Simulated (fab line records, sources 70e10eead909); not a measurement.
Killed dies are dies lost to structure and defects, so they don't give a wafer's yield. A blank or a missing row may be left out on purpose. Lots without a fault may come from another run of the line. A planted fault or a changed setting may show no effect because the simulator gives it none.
Which tool did it? | flow nand_harc | 24 lots, 72 wafers sampled, at 3 steps of a route of 1302

WHAT THE GAUGES READ, wafer by wafer
NHARC_A_M0_CD_MEAS_09: target cd 80 nm.
lot  | measured     | on        | cd_nm (nm)
L075 | day 23 08:10 | cd_sem-02 | 80.7 80.9 80.6
L076 | day 23 10:14 | cd_sem-03 | 78.7 79.0 79.2
L074 | day 23 12:23 | cd_sem-01 | 79.2 79.4 78.5
L077 | day 23 14:46 | cd_sem-01 | 79.7 81.2 79.4
L078 | day 23 16:09 | cd_sem-01 | 80.9 81.3 80.1
L080 | day 24 06:02 | cd_sem-02 | 79.8 80.5 80.8
L079 | day 24 13:02 | cd_sem-02 | 80.2 79.9 79.8
L084 | day 26 02:44 | cd_sem-01 | 81.9 80.7 80.6
L082 | day 26 11:24 | cd_sem-02 | 79.5 80.9 80.2
L083 | day 26 16:26 | cd_sem-01 | 80.2 80.2 79.8
L081 | day 26 15:50 | cd_sem-01 | 79.7 81.2 80.0
L085 | day 27 06:58 | cd_sem-02 | 80.3 81.4 80.6
L086 | day 27 11:46 | cd_sem-01 | 79.3 79.1 78.7
L088 | day 28 04:43 | cd_sem-03 | 79.4 81.4 80.8
L089 | day 28 11:49 | cd_sem-01 | 79.1 79.2 79.4
L087 | day 28 15:34 | cd_sem-02 | 79.6 80.0 80.1
L091 | day 29 04:14 | cd_sem-01 | 80.0 80.5 81.0
L090 | day 29 14:37 | cd_sem-03 | 80.1 79.0 80.0
L092 | day 29 16:25 | cd_sem-03 | 79.5 78.8 79.6
L094 | day 30 04:19 | cd_sem-01 | 80.1 80.8 80.7
L093 | day 30 06:38 | cd_sem-01 | 79.2 79.5 80.0
L097 | day 31 21:10 | cd_sem-02 | 79.4 80.0 79.6
L096 | day 32 04:35 | cd_sem-01 | 79.6 80.0 79.7
L095 | day 32 22:08 | cd_sem-01 | 79.2 79.5 80.0

WHICH TOOL RAN EACH LOT (tool, then ch and the chambers of the sampled wafers, then the start)
lot  | NHARC_A_CONTACT_ETCH_110           | NHARC_A_BLC_STRIP_21
L075 | rie_diel-04 ch 2,3, day 23 01:34   | rie_diel-03 ch 1,3, day 23 05:33
L076 | rie_diel-01 ch 0,2,3, day 23 03:29 | rie_diel-03 ch 1,2,3, day 23 07:30
L074 | rie_diel-08 ch 0,1,3, day 23 05:46 | rie_diel-03 ch 0,1,2, day 23 09:41
L077 | rie_diel-08 ch 0,2, day 23 08:00   | rie_diel-10 ch 0,3, day 23 12:03
L078 | rie_diel-01 ch 0,1,3, day 23 09:26 | rie_diel-03 ch 0,1,3, day 23 13:26
L080 | rie_diel-01 ch 0,1,2, day 23 23:25 | rie_diel-10 ch 0,2,3, day 24 03:18
L079 | rie_diel-01 ch 0,1,2, day 24 05:40 | rie_diel-10 ch 1,3, day 24 10:20
L084 | rie_diel-08 ch 0,2,3, day 25 19:52 | rie_diel-03 ch 0,2,3, day 26 00:06
L082 | rie_diel-08 ch 0,3, day 26 03:50   | rie_diel-10 ch 0,1, day 26 08:40
L083 | rie_diel-08 ch 1,2,3, day 26 08:40 | rie_diel-10 ch 0,2,3, day 26 13:25
L081 | rie_diel-01 ch 0,1,3, day 26 09:00 | rie_diel-03 ch 0,2,3, day 26 13:07
L085 | rie_diel-04 ch 0,1, day 26 23:45   | rie_diel-11 ch 0,2,3, day 27 03:50
L086 | rie_diel-04 ch 0,1, day 27 03:50   | rie_diel-11 ch 0,3, day 27 08:39
L088 | rie_diel-04 ch 0,1,3, day 27 21:52 | rie_diel-10 ch 0,1,2, day 28 02:00
L089 | rie_diel-04 ch 0,1,3, day 28 05:08 | rie_diel-10 ch 1,3, day 28 09:08
L087 | rie_diel-01 ch 0,2,3, day 28 08:55 | rie_diel-03 ch 1,2, day 28 12:48
L091 | rie_diel-08 ch 0,2,3, day 28 21:35 | rie_diel-10 ch 0,1,3, day 29 01:33
L090 | rie_diel-04 ch 1,2,3, day 29 07:56 | rie_diel-11 ch 0,1,3, day 29 11:56
L092 | rie_diel-04 ch 1,2, day 29 09:50   | rie_diel-03 ch 0,1,3, day 29 13:42
L094 | rie_diel-08 ch 0,2,3, day 29 21:53 | rie_diel-10 ch 0,2,3, day 30 01:44
L093 | rie_diel-04 ch 0,1,2, day 29 23:54 | rie_diel-10 ch 0,1,2, day 30 03:54
L097 | rie_diel-04 ch 1,2,3, day 31 10:07 | rie_diel-03 ch 1,3, day 31 18:25
L096 | rie_diel-04 ch 1,3, day 31 20:43   | rie_diel-03 ch 0,1,2, day 32 01:53
L095 | rie_diel-04 ch 0,3, day 32 06:17   | rie_diel-03 ch 0,2,3, day 32 19:20
- NHARC_A_CONTACT_ETCH_110: etches the open film in CF4/O2, target depth 60 nm, overetch 6 nm, time 33 s.
- NHARC_A_BLC_STRIP_21: strips in O2.

WHAT THE TOOLS THEMSELVES READ (means of the sampled wafers that have a number; where no wafer has one, the mark that the record gives instead)
NHARC_A_CONTACT_ETCH_110.
lot  | tool        | drypump_motor_current_A (A) | oes_product_au (a.u.) | rf_vpp_V (V) | showerhead_plenum_p_Torr (Torr) | throttle_valve_pct (%)
L075 | rie_diel-04 | 6.0                         | 0.998                 | 198.8        | 1.40                            | 13.402
L076 | rie_diel-01 | 5.8                         | 0.999                 | 198.1        | 1.32                            | 13.394
L074 | rie_diel-08 | 5.6                         | 1.001                 | 198.1        | 1.34                            | 13.396
L077 | rie_diel-08 | 5.5                         | 0.993                 | 197.6        | 1.32                            | 13.395
L078 | rie_diel-01 | 5.7                         | 0.999                 | 197.6        | 1.35                            | 13.400
L080 | rie_diel-01 | 5.8                         | 1.018                 | 198.5        | 1.34                            | 13.395
L079 | rie_diel-01 | 5.9                         | 1.011                 | 197.4        | 1.34                            | 13.382
L084 | rie_diel-08 | 5.6                         | 1.010                 | 196.7        | 1.31                            | 13.392
L082 | rie_diel-08 | 5.5                         | 1.003                 | 198.5        | 1.33                            | 13.396
L083 | rie_diel-08 | 5.7                         | 1.003                 | 198.0        | 1.32                            | 13.395
L081 | rie_diel-01 | 5.6                         | 0.996                 | 197.7        | 1.35                            | 13.401
L085 | rie_diel-04 | 6.3                         | 0.996                 | 197.2        | 1.34                            | 13.393
L086 | rie_diel-04 | 6.2                         | 1.003                 | 198.1        | 1.34                            | 13.393
L088 | rie_diel-04 | 6.2                         | 0.997                 | 198.1        | 1.36                            | 13.392
L089 | rie_diel-04 | 6.2                         | 1.001                 | 198.2        | 1.36                            | 13.389
L087 | rie_diel-01 | 5.8                         | 0.999                 | 198.1        | 1.38                            | 13.398
L091 | rie_diel-08 | 5.6                         | 1.013                 | 197.3        | 1.31                            | 13.399
L090 | rie_diel-04 | 6.0                         | 0.998                 | 198.6        | 1.38                            | 13.390
L092 | rie_diel-04 | 6.0                         | 0.986                 | 198.5        | 1.38                            | 13.396
L094 | rie_diel-08 | 5.6                         | 1.015                 | 197.4        | 1.31                            | 13.393
L093 | rie_diel-04 | 6.2                         | 0.999                 | 197.4        | 1.36                            | 13.398
L097 | rie_diel-04 | 6.0                         | 1.004                 | 197.6        | 1.38                            | 13.394
L096 | rie_diel-04 | 6.0                         | 1.005                 | 198.6        | 1.37                            | 13.393
L095 | rie_diel-04 | 6.3                         | 1.003                 | 198.2        | 1.35                            | 13.393

NHARC_A_BLC_STRIP_21.
lot  | tool        | drypump_motor_current_A (A) | oes_product_au (a.u.) | rf_vpp_V (V) | showerhead_plenum_p_Torr (Torr) | throttle_valve_pct (%)
L075 | rie_diel-03 | 5.9                         | 1.004                 | 57.6         | 3.42                            | 17.034
L076 | rie_diel-03 | 5.9                         | 0.998                 | 57.1         | 3.48                            | 17.043
L074 | rie_diel-03 | 6.1                         | 1.003                 | 57.7         | 3.53                            | 17.037
L077 | rie_diel-10 | 6.0                         | 0.988                 | 58.4         | 3.56                            | 17.035
L078 | rie_diel-03 | 5.8                         | 1.001                 | 58.2         | 3.45                            | 17.037
L080 | rie_diel-10 | 5.8                         | 0.995                 | 57.4         | 3.53                            | 17.031
L079 | rie_diel-10 | 6.0                         | 1.004                 | 59.1         | 3.61                            | 17.040
L084 | rie_diel-03 | 5.8                         | 0.995                 | 57.7         | 3.51                            | 17.031
L082 | rie_diel-10 | 5.6                         | 0.990                 | 58.0         | 3.47                            | 17.040
L083 | rie_diel-10 | 5.8                         | 0.999                 | 56.7         | 3.53                            | 17.035
L081 | rie_diel-03 | 5.8                         | 0.994                 | 57.2         | 3.51                            | 17.038
L085 | rie_diel-11 | 5.8                         | 1.002                 | 57.7         | 3.60                            | 17.038
L086 | rie_diel-11 | 6.2                         | 0.992                 | 57.8         | 3.58                            | 17.036
L088 | rie_diel-10 | 5.6                         | 0.992                 | 57.6         | 3.51                            | 17.044
L089 | rie_diel-10 | 5.8                         | 0.999                 | 59.2         | 3.59                            | 17.044
L087 | rie_diel-03 | 6.2                         | 1.007                 | 58.4         | 3.49                            | 17.029
L091 | rie_diel-10 | 5.8                         | 0.999                 | 58.7         | 3.54                            | 17.028
L090 | rie_diel-11 | 5.7                         | 1.007                 | 58.3         | 3.55                            | 17.036
L092 | rie_diel-03 | 5.8                         | 0.994                 | 57.7         | 3.45                            | 17.041
L094 | rie_diel-10 | 5.8                         | 0.991                 | 57.9         | 3.53                            | 17.032
L093 | rie_diel-10 | 5.6                         | 0.983                 | 58.2         | 3.51                            | 17.044
L097 | rie_diel-03 | 5.7                         | 1.006                 | 56.7         | 3.40                            | 17.040
L096 | rie_diel-03 | 6.0                         | 1.004                 | 58.0         | 3.52                            | 17.041
L095 | rie_diel-03 | 5.8                         | 0.998                 | 57.8         | 3.51                            | 17.032

THE ANSWER, worked out from the rows above alone
Rule: what is usual is taken from the lots themselves. Put in order of their means at a reading, lots are off if they are a third of the lots or fewer, leave a main group of 4 or more, and stand apart from it by a gap of 3 or more times the standard deviation of the main group's means; of several such gaps the widest counts. A main group whose means are all the same, to the digits that the tables above print for the reading, isn't used. A lot without any number at a reading at which 4 lots or more have one is off too. The other lots that the step has rows for count as sound. The gauges are gone through in route order, then the tools' own readings, and for those a lot's mean is taken as printed above. The first step at which some lot is off is used, and at that step the reading that is off furthest; a lot without a number counts as furthest.
No lot is off at any reading shown: from this, nothing can be told.

WHAT THE SIMULATOR HAD PUT IN
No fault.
